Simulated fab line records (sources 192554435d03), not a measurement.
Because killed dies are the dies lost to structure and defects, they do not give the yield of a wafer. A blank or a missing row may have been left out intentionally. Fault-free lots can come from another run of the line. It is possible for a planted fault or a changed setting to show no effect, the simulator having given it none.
Matching of chambers + flow n5Finfet + 4 sister chambers for N5_BEOL_M0_ETCH_109 on rieDiel-06
The step etches SiCN in CH3F/O2, target depth 8 nm, overetch 2.4 nm, time 27.4 s. 14 wafers are shown with their chamber, then 7 later ones without.

## WAFERS, EACH WITH ITS CHAMBER
| wafer  | chamber | drypumpMotorCurrentA (A) | showerheadPlenumPTorr (Torr) | oesProductAu (a.u.) |
|--------|---------|--------------------------|------------------------------|---------------------|
| L075.1 | 0       | 6.4                      | 2.09                         | 0.65                |
| L075.4 | 3       | 5.0                      | 2.07                         | 0.66                |
| L075.6 | 0       | 6.3                      | 2.09                         | 0.64                |
| L076.2 | 2       | 5.9                      | 1.98                         | 0.57                |
| L076.5 | 3       | 5.0                      | 2.07                         | 0.65                |
| L076.6 | 2       | 5.9                      | 1.98                         | 0.58                |
| L078.1 | 2       | 5.9                      | 1.97                         | 0.57                |
| L078.3 | 3       | 5.0                      | 2.07                         | 0.65                |
| L078.6 | 1       | 6.5                      | 2.12                         | 0.74                |
| L077.1 | 3       | 5.0                      | 2.07                         | 0.65                |
| L077.4 | 2       | 5.9                      | 1.97                         | 0.57                |
| L077.6 | 3       | 5.0                      | 2.07                         | 0.66                |
| L083.2 | 1       | 6.5                      | 2.12                         | 0.72                |
| L083.3 | 3       | 5.0                      | 2.07                         | 0.64                |

SIGNATURES (averages over the wafers above)
| reading               | chamber 0 | chamber 1 | chamber 2 | chamber 3 | scatter within a chamber |
|-----------------------|-----------|-----------|-----------|-----------|--------------------------|
| drypumpMotorCurrentA  | 6.350     | 6.500     | 5.900     | 5.000     | 0.0224                   |
| showerheadPlenumPTorr | 2.0900    | 2.1200    | 1.9750    | 2.0700    | 0.00316                  |
| oesProductAu          | 0.6450    | 0.7300    | 0.5725    | 0.6517    | 0.0078                   |
Rule: for a wafer and a chamber, the distance is found by dividing, reading by reading, the gap between the wafer's reading and the chamber's mean by the reading's scatter, squaring, summing and taking the root. The wafer belongs to the nearest chamber; if the next one is less than 2 further off, it can't be placed. The scatter is the square root of a quotient: the sum, over the shown wafers, of each reading's squared deviation from its chamber's mean, divided by wafers minus chambers.

## WAFERS WITHOUT THEIR CHAMBER
| wafer  | drypumpMotorCurrentA (A) | showerheadPlenumPTorr (Torr) | oesProductAu (a.u.) |
|--------|--------------------------|------------------------------|---------------------|
| L083.4 | 5.9                      | 1.97                         | 0.84                |
| L085.1 | 5.9                      | 1.97                         | 0.84                |
| L085.3 | 6.4                      | 2.08                         | 0.62                |
| L085.4 | 6.5                      | 2.12                         | 0.72                |
| L090.1 | 6.5                      | 2.11                         | 0.69                |
| L090.2 | 6.3                      | 2.07                         | 0.60                |
| L090.3 | 5.9                      | 1.97                         | 0.80                |

## THE CHAMBER EACH PASSED THROUGH
| wafer  | from the rows above | in truth |
|--------|---------------------|----------|
| L083.4 | 2                   | 2        |
| L085.1 | 2                   | 2        |
| L085.3 | 0                   | 0        |
| L085.4 | 1                   | 1        |
| L090.1 | 1                   | 1        |
| L090.2 | 0                   | 0        |
| L090.3 | 2                   | 2        |
Correctly placed: 7 of 7. Number that these rows cannot place: 0. 0 placed wrongly.
